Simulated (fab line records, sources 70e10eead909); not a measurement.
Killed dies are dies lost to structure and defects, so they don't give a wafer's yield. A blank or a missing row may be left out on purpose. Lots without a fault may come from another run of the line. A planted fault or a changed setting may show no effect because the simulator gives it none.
One fault seen from 2 desks | flow nand_harc | each desk has only its own numbers; what lay behind them comes last

THE TOOL OWNER'S DESK: ald_sin-02
The tool's own readings at NHARC_P_GATE_ALD_36 (deposits SiNx, target thk 20 nm, pulse time 60 s, ald cycles 223): means of the sampled wafers that have a number, for each lot that ran on this tool. A lot is out of limits, marked OUT, if its mean lies more than 4 standard deviations from the usual mean; the brackets give that distance.
Columns: A = heater_power_w at NHARC_P_GATE_ALD_36, usual 810 W; B = precursor_pulse_height_rel at NHARC_P_GATE_ALD_36, usual 1.001
lot  | first seen here | A   | B
L963 | day 5 10:14     | 792 | 1.037
L967 | day 6 11:58     | 792 | 1.007
L970 | day 7 03:12     | 694 | 1.004
L976 | day 8 19:45     | 791 | 0.992
L979 | day 9 09:49     | 841 | 0.993
This desk's finding: nothing out of limits on any of the 5 lots.

THE METROLOGY DESK
What the gauges read, lot by lot, whatever tool the lot ran on: means of the sampled wafers that have a number. A lot is out of limits, marked OUT, if its mean lies more than 4 standard deviations from the usual mean; the brackets give that distance.
Columns: A = cd_nm at NHARC_P_ZERO_WELL_CD_MEAS_24, usual 720.3 nm; B = cd_nm at NHARC_P_GATE_CD_MEAS_33, usual 122 nm
lot  | first seen here | A     | B
L962 | day 1 20:35     | 723.4 | 122
L963 | day 2 02:37     | 718.8 | 123
L965 | day 2 14:38     | 720.7 | 125
L966 | day 2 20:38     | 718.8 | 120
L967 | day 3 02:36     | 720.7 | 124
L968 | day 3 08:29     | 719.5 | 122
L969 | day 3 14:43     | 721.2 | 126
L970 | day 3 21:17     | 724.2 | 122
L972 | day 4 08:28     | 718.1 | 121
L976 | day 5 08:29     | 719.7 | 120
L979 | day 6 02:22     | 723.3 | 117
L982 | day 6 20:32     | 720.7 | 122
L983 | day 7 02:31     | 720.8 | 123
L984 | day 7 08:20     | 719.4 | 123
This desk's finding: nothing out of limits on any of the 14 lots.

PUT TOGETHER
The tool owner's desk saw nothing out of limits.
The metrology desk saw nothing out of limits.

WHAT THE SIMULATOR HAD PUT IN
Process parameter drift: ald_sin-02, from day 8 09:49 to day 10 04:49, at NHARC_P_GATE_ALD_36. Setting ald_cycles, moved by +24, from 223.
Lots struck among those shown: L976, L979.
